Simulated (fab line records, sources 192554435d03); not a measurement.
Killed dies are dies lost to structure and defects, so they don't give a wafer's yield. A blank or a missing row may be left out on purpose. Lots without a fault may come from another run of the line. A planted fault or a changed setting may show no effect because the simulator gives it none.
A struck lot beside a sound one | flow n5_finfet | 15 steps out of a route of 1938
Sound: wafers L491.1, L491.4, L491.6. Struck: wafer L511.5. (L511.2, L511.6 of the same lot were not struck and are left out.) The cause comes at the end.
At each step with rows: each side's tool, then ch and its chambers, then its first start. Under that, the readings that differ: sound wafers | struck wafers | difference of the means | sigmas: that difference in standard deviations of wafers without a fault.
alike: readings whose means differ by less than 2 such deviations, and words and numbers that are the same on both sides. not compared: withheld readings, readings that some wafer has no value for, bounds like >300 that may hide the same value, and numbers for which the record gives no deviation and whose values overlap.
The two part at a step that has a row with sigmas, a row that says differs or no value, or rows on one side only. Numbers that don't overlap but have no deviation are shown without sigmas and don't part them. A reading that every wafer of one side lacks parts them only if that side has two wafers or more.

N5_BEOL_M9_OVL_MEAS_29:
  sound on overlay-02 ch 0, day 9 14:02; struck on overlay-02 ch 0, day 15 00:22
  reading     | sound         | struck | difference | sigmas
  V8_OVL (nm) | -0.5 -0.4 0.5 | -2.2   | -2.1       | -3
N5_BEOL_M9_INSPECT_30: inspects for defects (brightfield).
  sound on defect_inspect-01, day 9 14:06; struck on defect_inspect-02, day 15 00:25
  alike: raw_defect_count
N5_BEOL_M9_DESCUM_33: chemistry O2, time 7 s.
  sound on rie_diel-03 ch 0,1,3, day 9 14:08; struck on rie_diel-03 ch 1, day 15 00:27
  alike: drypump_motor_current_A, o2_flow_sccm, oes_product_au, rf_vpp_V, showerhead_plenum_p_Torr, throttle_valve_pct
  not compared: rf_hours_counter_h
N5_BEOL_M9_ETCH_76: etches underlayer in N2/H2, target depth 6.5 nm, time 5.2 s.
  sound on rie_diel-03 ch 0,1,3, day 9 14:10; struck on rie_diel-03 ch 1, day 15 00:29
  alike: drypump_motor_current_A, etch_rf_on_time_s, oes_product_au, rf_vpp_V, showerhead_plenum_p_Torr, throttle_valve_pct
  not compared: rf_hours_counter_h
N5_BEOL_M9_ETCH_65: etches SiARC in CF4, target depth 15.6 nm, time 26 s.
  sound on rie_diel-03 ch 0,1,3, day 9 14:11; struck on rie_diel-03 ch 1, day 15 00:30
  alike: cf4_flow_sccm, drypump_motor_current_A, etch_rf_on_time_s, oes_product_au, rf_vpp_V, showerhead_plenum_p_Torr, throttle_valve_pct
  not compared: rf_hours_counter_h
N5_BEOL_M9_ETCH_66: etches SOC in N2/H2, target depth 80 nm, overetch 16 nm, time 120 s.
  sound on rie_diel-03 ch 0,1,3, day 9 14:13; struck on rie_diel-03 ch 1, day 15 00:32
  alike: drypump_motor_current_A, oes_product_au, rf_vpp_V, showerhead_plenum_p_Torr, throttle_valve_pct
  not compared: rf_hours_counter_h
then, 5 steps without rows for these wafers: N5_BEOL_M9_STRIP_69 (strips in N2/H2); N5_BEOL_M9_STRIP_77 (strips in N2/H2); N5_BEOL_M9_VIA_ETCH_34 (etches SiCOH lowk in C4F6/O2, target depth 182.4 nm, time 68.4 s); N5_BEOL_M9_STRIP_73 (strips in C4F6/O2); N5_BEOL_M9_STRIP_36 (strips in N2/H2).
N5_BEOL_M9_TRENCH_ETCH_37: etches SiCOH lowk in C4F6/O2, target depth 151.43 nm, time 49 s.
  sound on rie_diel-03 ch 0,1,3; struck on rie_diel-03 ch 1
  reading             | sound                | struck | difference | sigmas
  O2_flow_sccm (sccm) | 10.038 10.055 10.023 | 9.972  | -0.067     | -2
  alike: C4F6_flow_sccm, drypump_motor_current_A, oes_product_au, rf_vpp_V, showerhead_plenum_p_Torr, throttle_valve_pct
  not compared: rf_hours_counter_h
N5_BEOL_M9_ETCH_41: etches SiCN in CH3F/O2, target depth 36.6 nm, time 70.1 s.
  sound on rie_diel-03 ch 0,1,3, day 9 14:27; struck on rie_diel-03 ch 1, day 15 00:46
  reading                  | sound             | struck | difference | sigmas
  oes_product_au (a.u.)    | 0.88 0.73 0.70    | 1.10   | +0.33      | +6
  model.etch.depth_nm (nm) | 27.42 26.61 26.98 | 41.19  | +14.19     |
  alike: O2_flow_sccm, drypump_motor_current_A, rf_vpp_V, showerhead_plenum_p_Torr, throttle_valve_pct
  not compared: rf_hours_counter_h
then, 1 step without rows for these wafers: N5_BEOL_M9_STRIP_80 (strips in N2/H2, time 10 s).
N5_PASSIVATION_PROBE_49:
  the record has rows for the sound wafers here (prober-01, day 12 00:45) and none for the struck ones

WHERE THEY PART
First at N5_BEOL_M9_OVL_MEAS_29; last, within this record, at N5_PASSIVATION_PROBE_49.

WHY: what the simulator had put in
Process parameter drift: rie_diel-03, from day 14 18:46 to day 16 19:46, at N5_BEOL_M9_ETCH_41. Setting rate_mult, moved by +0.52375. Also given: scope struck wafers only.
